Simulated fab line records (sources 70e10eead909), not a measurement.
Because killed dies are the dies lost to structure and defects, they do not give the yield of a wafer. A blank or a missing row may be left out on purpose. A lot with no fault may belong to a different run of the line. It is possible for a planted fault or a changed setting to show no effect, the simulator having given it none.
fab line records ; flow nand-harc
record: lots: 6; wafers: 18; last-day: 33
route steps=1302 shown P_M0@272 P_M1@285 END@1302
lots that met no fault: taken from a fault-free run of the same line
start-h: hours from the record's first day to the start of the lot's first wafer shown ; wait-h: hours from the lot's prior step to this one ; " identical to the entry in the row above ; L1.1+2: a row that stands for several wafers ; - value missing, or start not given ; * or withheld: withheld ; < > ~ a bound
route shown NAME@n: a module of which the file shows steps, and the number in the route of the first ; usual: average and standard deviation across the fault-free wafers ; same: alike in all rows ; chamber/n: place in a boat ; sites: readings site by site ; _std_site: standard deviation across them ; _edge_site: mean of outer sites minus mean of inner sites ; radius-mm: how far each site lies from the wafer's centre ; mask NAME#n: copy n ; behind: the tool/chamber that last shaped the wafer ; hold: the reason the lot was held/the length of the hold in hours/how it ended ; device: which transistor (n, p or np) failed to switch ; end of line: the tests these same wafers got at the end of their route ; step lacking rows: just its recipe ; killed: not the wafer's yield, but the dies lost to structure and defects at the first sort ; map: a wafer's dies, marking killed ones x, the rest . and places with no die _
set.NAME: the setting as run; set.NAME@STEP: as run at that earlier step ; model.NAME: the simulator's own value behind a step, which no gauge read
lots at selected steps of the route; one table per step, one row per wafer
services: when a tool's chamber went out of use (start-h, in hours from the record's first day, below 0 if earlier), for how many hours, and the reason
== steps ==
step: NHARC_P_M0_DEGAS_28
recipe: temp-c: 250; time-s: 60
step: NHARC_P_M0_PRE_CLEAN_29
recipe: time-s: 30; temp-c: 280; gas: H2/He
step: NHARC_P_M0_PVD_20
recipe: target-thk-a: 50; bias-v: 168.6; power-w: 15000; chamber-pressure-pa: 0.12; time-s: 8.06; substrate-temp-c: 50; material: TaN
usual: throttle-valve-pct: 30.2/1
lot.wafer;tool;chamber;start-h;wait-h;throttle-valve-pct
L498.4;pvd-sputter-03;-;-;-;29.5
L498.1;pvd-sputter-03;-;-;-;28.8
L498.5;pvd-sputter-03;-;-;-;32.2
L499.3;pvd-sputter-03;-;-;-;29.4
L499.2;pvd-sputter-03;-;-;-;28.8
L499.5;pvd-sputter-03;-;-;-;32.3
L511.3;pvd-sputter-02;-;-;-;29.9
L511.4;pvd-sputter-02;-;-;-;30.1
L511.5;pvd-sputter-02;-;-;-;32.1
L512.1;pvd-sputter-01;-;-;-;31.0
L512.4;pvd-sputter-01;-;-;-;30.5
L512.3;pvd-sputter-01;-;-;-;29.0
L517.1;pvd-sputter-03;-;-;-;30.3
L517.4;pvd-sputter-03;-;-;-;29.8
L517.5;pvd-sputter-03;-;-;-;29.4
L519.3;pvd-sputter-01;-;-;-;29.9
L519.4;pvd-sputter-01;-;-;-;30.3
L519.5;pvd-sputter-01;-;-;-;30.9
step: NHARC_P_M0_PVD_21
recipe: target-thk-a: 300; chamber-pressure-pa: 5; power-w: 5000; substrate-temp-c: 30; time-s: 20.49; material: Cu
usual: throttle-valve-pct: 30.3/1.1
lot.wafer;tool;chamber;start-h;wait-h;throttle-valve-pct
L498.1;pvd-sputter-03;-;-;-;29.2
L498.4;pvd-sputter-03;-;-;-;30.1
L498.5;pvd-sputter-03;-;-;-;28.7
L499.3;pvd-sputter-03;-;-;-;28.9
L499.2;pvd-sputter-03;-;-;-;30.3
L499.5;pvd-sputter-03;-;-;-;32.4
L511.4;pvd-sputter-02;-;-;-;30.0
L511.3;pvd-sputter-02;-;-;-;29.6
L511.5;pvd-sputter-02;-;-;-;32.3
L512.4;pvd-sputter-01;-;-;-;30.7
L512.3;pvd-sputter-01;-;-;-;30.1
L512.1;pvd-sputter-01;-;-;-;28.4
L517.4;pvd-sputter-03;-;-;-;29.0
L517.1;pvd-sputter-03;-;-;-;29.5
L517.5;pvd-sputter-03;-;-;-;30.8
L519.4;pvd-sputter-01;-;-;-;30.0
L519.3;pvd-sputter-01;-;-;-;28.8
L519.5;pvd-sputter-01;-;-;-;30.2
step: NHARC_P_M0_ECD_22
recipe: target-thk-a: 4000; bath-temp-c: 25; material: Cu
step: NHARC_P_M0_ANNEAL_30
recipe: temp-c: 225; time-s: 90
usual: wafer_temp_C_max: 225.95/0.29
lot.wafer;tool;chamber;start-h;wait-h;wafer_temp_C_max
L498.1;rtp-anneal-01;0;135.10;0.3;225.93
L498.4;rtp-anneal-01;0;135.10;0.3;225.89
L498.5;rtp-anneal-01;0;135.10;0.3;226.39
L499.2;rtp-anneal-01;0;142.98;0.3;226.09
L499.3;rtp-anneal-01;0;142.98;0.3;226.38
L499.5;rtp-anneal-01;0;142.98;0.3;225.83
L511.3;rtp-anneal-02;0;268.56;-;225.48
L511.4;rtp-anneal-02;0;268.56;-;225.72
L511.5;rtp-anneal-02;0;268.56;-;225.89
L512.1;rtp-anneal-02;0;280.58;-;225.54
L512.3;rtp-anneal-02;0;280.58;-;225.54
L512.4;rtp-anneal-02;0;280.58;-;225.91
L517.1;rtp-anneal-02;0;321.46;0.4;225.71
L517.4;rtp-anneal-02;0;321.46;0.4;225.92
L517.5;rtp-anneal-02;0;321.46;0.4;225.61
L519.3;rtp-anneal-01;0;341.31;-;225.64
L519.4;rtp-anneal-01;0;341.31;-;225.79
L519.5;rtp-anneal-01;0;341.31;-;226.11
step: NHARC_P_M0_CMP_23
recipe: t-overpolish-s: 20; target-thk-nm: 117.54
usual: motor-current-A: 11.3/1.3; retaining-ring-pressure-frac: 1.000/0.0056; time-to-endpoint-s: 28.8/2.8
same: t-overpolish-s: 20
lot.wafer;tool;chamber;start-h;wait-h;motor-current-A;retaining-ring-pressure-frac;time-to-endpoint-s
L498.1;cmp-01;1;135.44;-;10.4;1.002;29.5
L498.4;cmp-01;2;135.44;-;10.8;1.000;31.9
L498.5;cmp-01;2;135.44;-;10.9;0.992;33.8
L499.2;cmp-01;3;143.30;-;10.3;0.991;31.3
L499.3;cmp-01;1;143.30;-;10.2;0.995;26.7
L499.5;cmp-01;2;143.30;-;11.6;1.006;33.5
L511.4;cmp-03;1;268.84;-;13.2;0.998;31.0
L511.3;cmp-03;2;268.84;-;11.6;0.999;29.5
L511.5;cmp-03;0;268.84;-;11.5;0.997;33.2
L512.3;cmp-01;1;280.92;-;10.3;1.001;27.5
L512.1;cmp-01;3;280.92;-;10.7;1.004;31.8
L512.4;cmp-01;0;280.92;-;10.0;0.991;27.0
L517.1;cmp-01;2;321.87;-;10.8;0.992;34.8
L517.4;cmp-01;3;321.87;-;11.1;0.993;31.9
L517.5;cmp-01;1;321.87;-;9.8;1.005;27.4
L519.3;cmp-04;0;341.55;-;12.2;1.007;29.5
L519.4;cmp-04;3;341.55;-;10.1;1.005;26.4
L519.5;cmp-04;0;341.55;-;11.9;1.003;28.3
step: NHARC_P_M0_THK_MEAS_24
recipe: thk-meas-gauge: xrf
usual: thk-nm: 117.8/1.6
lot.wafer;tool;chamber;start-h;wait-h;thk-nm
L498.1;film-metro-02;-;135.75;-;121.0
L498.4;film-metro-02;-;135.75;-;119.9
L498.5;film-metro-02;-;135.75;-;118.7
L499.2;film-metro-01;-;143.59;-;119.3
L499.3;film-metro-01;-;143.59;-;116.9
L499.5;film-metro-01;-;143.59;-;119.3
L511.3;film-metro-02;-;269.12;-;117.9
L511.4;film-metro-02;-;269.12;-;115.9
L511.5;film-metro-02;-;269.12;-;119.1
L512.1;film-metro-01;-;281.24;-;118.2
L512.3;film-metro-01;-;281.24;-;117.4
L512.4;film-metro-01;-;281.24;-;115.2
L517.1;film-metro-02;-;322.12;-;122.4
L517.4;film-metro-02;-;322.12;-;118.5
L517.5;film-metro-02;-;322.12;-;117.7
L519.3;film-metro-02;-;341.87;-;118.1
L519.4;film-metro-02;-;341.87;-;116.9
L519.5;film-metro-02;-;341.87;-;115.6
step: NHARC_P_M0_SRD_25
step: NHARC_P_M0_INSPECT_27
usual: raw-defect-count: 280/110
lot.wafer;tool;chamber;start-h;wait-h;raw-defect-count
L498.1;defect-inspect-02;-;135.91;0.0;256
L498.4;defect-inspect-02;-;135.91;0.0;304
L498.5;defect-inspect-02;-;135.91;0.0;263
L499.2;defect-inspect-02;-;143.75;0.0;401
L499.3;defect-inspect-02;-;143.75;0.0;201
L499.5;defect-inspect-02;-;143.75;0.0;237
L511.3;defect-inspect-01;-;269.28;0.0;198
L511.4;defect-inspect-01;-;269.28;0.0;278
L511.5;defect-inspect-01;-;269.28;0.0;275
L512.1;defect-inspect-02;-;281.39;0.0;219
L512.3;defect-inspect-02;-;281.39;0.0;206
L512.4;defect-inspect-02;-;281.39;0.0;234
L517.1;defect-inspect-02;-;322.29;0.0;214
L517.4;defect-inspect-02;-;322.29;0.0;149
L517.5;defect-inspect-02;-;322.29;0.0;209
L519.3;defect-inspect-02;-;342.03;0.0;153
L519.4;defect-inspect-02;-;342.03;0.0;249
L519.5;defect-inspect-02;-;342.03;0.0;264
step: NHARC_P_M0_PRE_CLEAN_31
recipe: time-s: 12; temp-c: 370; rf-power-w: 300; gas: NH3
usual: heater-power-outer-w: 361/67; heater-power-w: 614/97
lot.wafer;tool;chamber;start-h;wait-h;heater-power-outer-w;heater-power-w
L498.1;pecvd-02;1;135.99;0.1;393;658
L498.4;pecvd-02;0;135.99;0.1;233;440
L498.5;pecvd-02;2;135.99;0.1;479;811
L499.2;pecvd-01;2;143.82;0.1;423;699
L499.3;pecvd-01;1;143.82;0.1;338;583
L499.5;pecvd-01;0;143.82;0.1;464;703
L511.3;pecvd-02;0;269.39;0.1;253;475
L511.4;pecvd-02;2;269.39;0.1;440;739
L511.5;pecvd-02;0;269.39;0.1;257;464
L512.3;pecvd-02;2;281.46;0.1;452;733
L512.1;pecvd-02;0;281.46;0.1;276;498
L512.4;pecvd-02;2;281.46;0.1;447;745
L517.1;pecvd-04;2;322.37;0.1;406;640
L517.4;pecvd-04;2;322.37;0.1;406;646
L517.5;pecvd-04;0;322.37;0.1;316;555
L519.3;pecvd-02;1;342.09;0.1;392;668
L519.4;pecvd-02;1;342.09;0.1;378;658
L519.5;pecvd-02;0;342.09;0.1;249;445
step: NHARC_P_M0_DEP_32
recipe: target-thk-a: 300; temp-c: 370; target-thk-nm: 30; pressure-torr: 3; flow-sccm: 200; rf-w: 450; material: SiCN
usual: heater-power-outer-w: 321/70; heater-power-w: 562/100
lot.wafer;tool;chamber;start-h;wait-h;heater-power-outer-w;heater-power-w
L498.1;pecvd-02;1;136.10;0.1;318;557
L498.4;pecvd-02;0;136.10;0.1;174;350
L498.5;pecvd-02;2;136.10;0.1;419;721
L499.2;pecvd-01;2;143.89;0.1;403;671
L499.3;pecvd-01;1;143.89;0.1;324;580
L499.5;pecvd-01;0;143.89;0.1;381;601
L511.3;pecvd-02;0;269.60;0.2;240;452
L511.4;pecvd-02;2;269.60;0.2;417;703
L511.5;pecvd-02;0;269.60;0.2;244;447
L512.3;pecvd-02;2;281.54;0.1;399;706
L512.1;pecvd-02;0;281.54;0.1;235;440
L512.4;pecvd-02;2;281.54;0.1;401;697
L517.1;pecvd-04;2;322.48;0.1;321;525
L517.4;pecvd-04;2;322.48;0.1;323;536
L517.5;pecvd-04;0;322.48;0.1;332;565
L519.3;pecvd-02;1;342.17;0.1;318;554
L519.4;pecvd-02;1;342.17;0.1;323;551
L519.5;pecvd-02;0;342.17;0.1;218;425
step: NHARC_P_M1_DEP_00
recipe: target-thk-a: 1825; target-thk-nm: 182.5; temp-c: withheld; pressure-torr: 5; flow-sccm: 200; rf-w: 600; material: SiOC
step: NHARC_P_M1_DEHYDRATE_01
recipe: temp-c: 150; time-s: 120
step: NHARC_P_M1_HMDS_02
recipe: time-s: 30
step: NHARC_P_M1_COAT_34
recipe: temp-c: 200; time-s: 65
step: NHARC_P_M1_COAT_03
recipe: spin-rpm: 1500; resist-thk-nm: 90
step: NHARC_P_M1_SOFTBAKE_04
recipe: temp-c: 105; time-s: 55
step: NHARC_P_M1_EBR_05
step: NHARC_P_M1_EXPOSE_06
recipe: na: 1.35; target-cd-nm: 130; dose-mj: 81.88; mask-id: P_M1
step: NHARC_P_M1_PEB_07
recipe: peb-temp-c: 100; peb-time-s: 65
step: NHARC_P_M1_DEVELOP_08
recipe: develop-time-s: 35; dev-temp-c: 23
step: NHARC_P_M1_CD_MEAS_09
recipe: target-cd-nm: 130; landing-energy-ev: 500
usual: cd-nm: 129.6/0.62
lot.wafer;tool;chamber;start-h;wait-h;cd-nm
L498.1;cd-sem-02;0;137.30;-;130.7
L498.4;cd-sem-02;0;137.30;-;130.7
L498.5;cd-sem-02;0;137.30;-;130.8
L499.2;cd-sem-03;0;145.12;-;129.4
L499.3;cd-sem-03;0;145.12;-;129.4
L499.5;cd-sem-03;0;145.12;-;129.5
L511.3;cd-sem-03;0;270.86;-;128.4
L511.4;cd-sem-03;0;270.86;-;128.8
L511.5;cd-sem-03;0;270.86;-;128.7
L512.1;cd-sem-03;0;282.78;-;129.6
L512.3;cd-sem-03;0;282.78;-;129.2
L512.4;cd-sem-03;0;282.78;-;129.5
L517.1;cd-sem-03;0;323.91;-;129.6
L517.4;cd-sem-03;0;323.91;-;129.3
L517.5;cd-sem-03;0;323.91;-;128.8
L519.3;cd-sem-03;0;343.42;-;129.0
L519.4;cd-sem-03;0;343.42;-;129.5
L519.5;cd-sem-03;0;343.42;-;130.2
step: NHARC_P_M1_OVL_MEAS_10
recipe: pitch-nm: 260
usual: overlay-x-nm: -0.2/0.77; overlay-y-nm: -0.1/0.67
lot.wafer;tool;chamber;start-h;wait-h;overlay-x-nm;overlay-y-nm
L498.1;overlay-01;-;137.39;-;0.1;-0.2
L498.4;overlay-01;-;137.39;-;0.2;-0.4
L498.5;overlay-01;-;137.39;-;0.0;-0.5
L499.2;overlay-02;-;145.21;-;0.6;-0.5
L499.3;overlay-02;-;145.21;-;0.7;-0.7
L499.5;overlay-02;-;145.21;-;0.9;-0.9
L511.3;overlay-01;-;270.94;-;1.6;-0.3
L511.4;overlay-01;-;270.94;-;0.8;-0.8
L511.5;overlay-01;-;270.94;-;1.1;-0.6
L512.1;overlay-01;-;282.87;-;1.0;-0.9
L512.3;overlay-01;-;282.87;-;1.2;-0.3
L512.4;overlay-01;-;282.87;-;0.5;-0.2
L517.1;overlay-02;-;323.99;-;-0.4;0.1
L517.4;overlay-02;-;323.99;-;0.1;1.0
L517.5;overlay-02;-;323.99;-;0.2;0.6
L519.3;overlay-01;-;343.51;-;-0.3;-0.5
L519.4;overlay-01;-;343.51;-;-0.8;0.1
L519.5;overlay-01;-;343.51;-;-0.6;-0.1
step: NHARC_P_M1_INSPECT_11
usual: raw-defect-count: 4.8/2.6
lot.wafer;tool;chamber;start-h;wait-h;raw-defect-count
L498.1;defect-inspect-01;-;137.42;0.0;2
L498.4;defect-inspect-01;-;137.42;0.0;5
L498.5;defect-inspect-01;-;137.42;0.0;5
L499.2;defect-inspect-02;-;145.24;0.0;3
L499.3;defect-inspect-02;-;145.24;0.0;6
L499.5;defect-inspect-02;-;145.24;0.0;4
L511.3;defect-inspect-01;-;270.98;0.0;425
L511.4;defect-inspect-01;-;270.98;0.0;450
L511.5;defect-inspect-01;-;270.98;0.0;426
L512.1;defect-inspect-02;-;282.91;0.0;432
L512.3;defect-inspect-02;-;282.91;0.0;405
L512.4;defect-inspect-02;-;282.91;0.0;450
L517.1;defect-inspect-02;-;324.03;0.0;4
L517.4;defect-inspect-02;-;324.03;0.0;5
L517.5;defect-inspect-02;-;324.03;0.0;7
L519.3;defect-inspect-02;-;343.55;0.0;8
L519.4;defect-inspect-02;-;343.55;0.0;7
L519.5;defect-inspect-02;-;343.55;0.0;4
step: NHARC_P_M1_DESCUM_14
recipe: time-s: 3; o2-flow-sccm: 200; ar-flow-sccm: 0; bias-power-w: 0; chemistry: O2
step: NHARC_END_SORT_01
recipe: temp-c: 25
usual: defect-limited-yield: 92.5/2.5; killed-at-array: 46/16; killed-at-other: 0.9/1.3; killed-at-periphery: 4.1/3; killed-dies: 51/17; killed-open: 3.5/1.8; killed-short: 2.5/1.8; sort_bin_2_pct: 2.6/1.1; sort_bin_3_pct: 0.6/0.37; sort_bin_4_pct: 4.4/1.4; sort-n-pass: 626/17; sort-rim-yield-pct: 88/4.6; sort-yield-pct: 92.5/2.5
same: gross-dies: 677; sort_bin_5_pct[%]: 0; sort_bin_6_pct[%]: 0; sort_bin_7_pct[%]: 0; sort_bin_8_pct[%]: 0; sort-rim-n-gross: 106.00
lot.wafer;tool;chamber;start-h;wait-h;defect-limited-yield[%];killed-at-array;killed-at-other;killed-at-periphery;killed-dies;killed-open;killed-short;sort_bin_2_pct[%];sort_bin_3_pct[%];sort_bin_4_pct[%];sort-n-pass;sort-rim-yield-pct[%];sort-yield-pct[%]
L498.1;prober-01;0;571.20;2.5;88.0;77;0;4;81;3;1;4.1;1.5;6.4;596;82;88.0
L498.4;prober-01;0;573.63;3.4;90.8;58;0;4;62;4;0;3.2;0.3;5.6;615;80;90.8
L498.5;prober-01;0;574.44;3.7;88.2;74;0;6;80;4;3;4.9;1.0;5.9;597;83;88.2
L499.2;prober-02;0;588.54;2.8;94.8;32;1;2;35;2;3;2.4;0.1;2.7;642;90;94.8
L499.3;prober-02;0;589.33;3.1;92.9;46;0;2;48;6;1;2.5;0.6;4.0;629;93;92.9
L499.5;prober-02;0;590.89;3.6;93.5;43;0;1;44;1;0;2.4;0.4;3.7;633;91;93.5
L512.1;prober-01;0;705.65;2.5;83.0;30;0;85;115;3;1;8.6;1.9;6.5;562;87;83.0
L512.3;prober-01;0;707.27;3.1;87.7;40;0;43;83;1;1;4.7;1.3;6.2;594;76;87.7
L512.4;prober-01;0;708.07;3.4;86.4;45;0;47;92;5;3;4.4;2.5;6.6;585;71;86.4
L511.3;prober-02;0;707.28;3.1;80.4;47;0;86;133;3;2;10.5;2.7;6.5;544;88;80.4
L511.4;prober-02;0;708.09;3.4;88.6;37;1;39;77;2;3;5.9;1.8;3.7;600;76;88.6
L511.5;prober-02;0;708.91;3.7;82.7;33;1;83;117;1;2;8.1;3.5;5.6;560;91;82.7
L519.3;prober-01;0;784.73;3.1;93.1;42;2;3;47;1;1;1.8;0.9;4.3;630;86;93.1
L519.4;prober-01;0;785.52;3.4;91.3;54;1;4;59;5;2;3.5;0.6;4.6;618;93;91.3
L519.5;prober-01;0;786.32;3.7;93.4;39;4;2;45;3;1;3.2;0.4;3.0;632;88;93.4
killed by level:class
L498.1 A_CHANNEL_HOLE_D1:chamber-film-flake=29 A_CHANNEL_HOLE_D2:chamber-film-flake=20 A_SLIT:chamber-film-flake=18 A_BLC:geometric-particle:open=3 A_CONTACT:chamber-film-flake=3 P_M1:chamber-film-flake=2 A_CONTACT:unspecified=2 A_WL_FILL:geometric-particle:short=1
L498.4 A_SLIT:chamber-film-flake=16 A_CHANNEL_HOLE_D2:chamber-film-flake=14 A_CHANNEL_HOLE_D1:chamber-film-flake=13 A_CONTACT:chamber-film-flake=3 A_M0:geometric-particle:open=2 P_ZERO_WELL:chamber-film-flake=2 P_M1:chamber-film-flake=2 A_DECK1_JOINT:chamber-film-flake=2
L498.5 A_CHANNEL_HOLE_D1:chamber-film-flake=28 A_CHANNEL_HOLE_D2:chamber-film-flake=14 A_SLIT:chamber-film-flake=11 A_CONTACT:chamber-film-flake=9 P_GATE:chamber-film-flake=3 P_M1:chamber-film-flake=2 A_CHANNEL_FILL_D1:chamber-film-flake=2 A_STAIRCASE:chamber-film-flake=2
L499.2 A_CHANNEL_HOLE_D2:chamber-film-flake=20 A_CHANNEL_HOLE_D1:chamber-film-flake=4 A_ONON_D1:geometric-particle:short=2 A_M0:chamber-film-flake=2 A_ONON_D1:geometric-particle:open=1 A_ONON_D2:geometric-particle:short=1 A_WL_FILL:geometric-particle:open=1 P_STI:chamber-film-flake=1
L499.3 A_CHANNEL_HOLE_D2:chamber-film-flake=34 A_ONON_D1:geometric-particle:open=3 P_STI:chamber-film-flake=2 A_M0:chamber-film-flake=2 A_SOURCE_PLATE:geometric-particle:open=1 A_CHANNEL_FILL_D2:geometric-particle:open=1 A_WL_FILL:geometric-particle:short=1 A_WL_FILL:geometric-particle:open=1
L499.5 A_CHANNEL_HOLE_D2:chamber-film-flake=29 A_STAIRCASE:chamber-film-flake=3 A_M0:chamber-film-flake=3 A_ZERO_WELL:chamber-film-flake=2 A_CHANNEL_HOLE_D1:chamber-film-flake=2 A_CHANNEL_FILL_D2:chamber-film-flake=2 A_BLC:geometric-particle:open=1 P_STI:chamber-film-flake=1
L512.1 P_M0:unspecified=80 A_CHANNEL_HOLE_D2:chamber-film-flake=15 A_CHANNEL_HOLE_D1:chamber-film-flake=5 A_CONTACT:chamber-film-flake=4 P_GATE:chamber-film-flake=2 P_GATE:geometric-particle:open=1 A_CHANNEL_FILL_D2:geometric-particle:open=1 A_WL_FILL:geometric-particle:short=1
L512.3 P_M0:unspecified=38 A_CHANNEL_HOLE_D2:chamber-film-flake=22 A_CHANNEL_HOLE_D1:chamber-film-flake=5 A_CONTACT:chamber-film-flake=4 P_ZERO_WELL:chamber-film-flake=2 P_GATE:chamber-film-flake=2 A_STAIRCASE:chamber-film-flake=2 A_CHANNEL_FILL_D2:chamber-film-flake=2
L511.3 P_M0:unspecified=85 A_SLIT:chamber-film-flake=29 A_CHANNEL_HOLE_D1:chamber-film-flake=8 A_CONTACT:chamber-film-flake=3 A_WL_FILL:chamber-film-flake=2 P_M0:geometric-particle:open=1 A_CHANNEL_HOLE_D1:geometric-particle:open=1 A_ONON_D2:geometric-particle:short=1
L512.4 P_M0:unspecified=37 A_CHANNEL_HOLE_D2:chamber-film-flake=17 A_CHANNEL_HOLE_D1:chamber-film-flake=8 P_GATE:chamber-film-flake=5 A_CONTACT:chamber-film-flake=5 P_ZERO_WELL:chamber-film-flake=2 P_M2:chamber-film-flake=2 A_ZERO_WELL:chamber-film-flake=2
L511.4 P_M0:unspecified=37 A_SLIT:chamber-film-flake=18 A_CHANNEL_HOLE_D1:chamber-film-flake=8 A_CONTACT:chamber-film-flake=5 A_SGD_CUT:geometric-particle:open=2 P_M1:geometric-particle:short=1 A_DECK1_JOINT:geometric-particle:short=1 A_CHANNEL_HOLE_D2:geometric-particle:short=1
L511.5 P_M0:unspecified=82 A_SLIT:chamber-film-flake=18 A_CHANNEL_HOLE_D1:chamber-film-flake=5 A_CONTACT:chamber-film-flake=3 A_ONON_D1:geometric-particle:short=1 A_CHANNEL_FILL_D2:geometric-particle:open=1 A_CHANNEL_FILL_D2:geometric-particle:short=1 P_BONDPAD:chamber-film-flake=1
L519.3 A_CHANNEL_HOLE_D2:chamber-film-flake=17 A_STAIRCASE:chamber-film-flake=6 A_SLIT:chamber-film-flake=6 A_CHANNEL_HOLE_D1:chamber-film-flake=4 A_WL_FILL:chamber-film-flake=3 A_CONTACT:chamber-film-flake=3 P_ZERO_WELL:chamber-film-flake=2 THIN_TSV:chamber-film-flake=2
L519.4 A_CHANNEL_HOLE_D2:chamber-film-flake=25 A_CHANNEL_HOLE_D1:chamber-film-flake=8 A_SLIT:chamber-film-flake=7 A_STAIRCASE:chamber-film-flake=4 P_ZERO_WELL:chamber-film-flake=2 P_STI:chamber-film-flake=2 A_CONTACT:chamber-film-flake=2 A_ONON_D1:geometric-particle:open=1
L519.5 A_CHANNEL_HOLE_D2:chamber-film-flake=13 A_CHANNEL_HOLE_D1:chamber-film-flake=8 A_SLIT:chamber-film-flake=7 THIN_TSV:chamber-film-flake=4 A_SGD_CUT:chamber-film-flake=3 A_STAIRCASE:chamber-film-flake=3 A_ONON_D2:geometric-particle:open=1 A_STAIRCASE:geometric-particle:open=1
map L511.3 (x killed, . not)
____________.____________
_________......._________
_______..........._______
______..x.........x______
_____.x........xx.x._____
____...xx......x..xx.____
____x..........xxx.xx____
___.............x.xxxx___
___.............xxxxxx___
__...............xxx...__
__...............x.x...__
_..............x........_
_......................._
_............x..x......._
_...........xxx........._
_..........xx..........._
......x..xxxxxxxxx.......
...........xxxxxx........
..........xxxxxxx........
..........xxxxxxxxx......
.......x..xxxxxxx.x.....x
_.........xxxxxxxxx....._
_........xxxxxxxxx......_
_.........xxxxxx.x......_
_..........xxxxx........_
_..........xxxxx.x......_
__.......x..x..x.......__
__...........x.........__
___............x.x....___
___............x......___
____...xx............____
____.................____
_____.x............._____
______x..x.........______
_______xx........._______
_________......._________
____________.____________
map L512.1 (x killed, . not)
____________.____________
_________......._________
_______..........._______
______...x....x....______
_____...x.....x.x..._____
____.......x.......x.____
____.....x...........____
___........x..........___
___..........x........___
__.....................__
__.....................__
_......................._
_......................._
_......................._
_..........x.x.x........_
_...........xxxx........_
...........x.xxxx.x.x....
..........x.xxxxx........
...........xxxxxx..x....x
.........xxxxxxxxx.......
.........xxxxxxxxx.......
_.........xxxxxxx......._
_.........xxxxxxx.x....._
_..........xxxxxxx......_
_x.......xxxxxxxx......._
_..........x.xx.x.....x._
__..........x.xx.......__
__........x.x..........__
___...................___
___..x...............x___
____xx.x.............____
____x.xx.............____
_____xxxx..........._____
______xxx..........______
_______x.x........_______
_________x......_________
____________.____________
== services ==
tool;chamber;start-h;hours;kind
pecvd-02;-;113.86;0.3;repair
cmp-01;-;114.01;1.5;repair
pecvd-01;-;130.18;13.0;pm
cmp-01;-;144.90;5.4;repair
cmp-01;-;163.05;0.9;repair
pvd-sputter-03;-;170.00;10.0;pm
pvd-sputter-01;-;171.40;5.8;repair
cmp-01;-;185.97;1.0;repair
cmp-01;-;188.12;4.0;pm
pvd-sputter-02;-;198.26;3.9;repair
pvd-sputter-01;-;226.01;10.0;pm
pecvd-02;-;227.14;13.0;pm
pvd-sputter-01;-;240.16;9.6;repair
pecvd-02;1;254.12;22.1;repair
pecvd-01;1;263.91;3.4;repair
pecvd-04;-;269.03;13.0;pm
pecvd-01;-;271.90;1.0;repair
cmp-01;-;272.92;5.2;repair
pvd-sputter-03;-;275.81;11.8;repair
pecvd-01;-;276.31;2.0;repair
pvd-sputter-02;-;282.00;10.0;pm
cmp-01;-;286.12;4.0;pm
pecvd-02;-;316.58;1.1;repair
cmp-01;-;330.59;1.3;repair
== key ==
first-sign: step: NHARC_P_M1_INSPECT_11; reading: raw-defect-count; direction: up; sigmas: 99+; usual: 4.8; struck: 431.3
effect: step: NHARC_END_SORT_01; reading: killed-at-periphery; direction: up; sigmas: 20; usual: 4.1; struck: 63.8
more-kills-born-at: NHARC_P_M0_DEP_32@pecvd-02: 359
met-at NHARC_P_M0_DEP_32
struck-wafers L511.3,L511.4,L511.5,L512.1,L512.3,L512.4
onset-between 136.10 269.60
fault: kind: chamber-particle-source; tool: pecvd-02; chamber: -; onset-h: 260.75; steps: NHARC_P_M0_DEP_32; rate-per-visit-cm2: 0.66207; end-h: 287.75
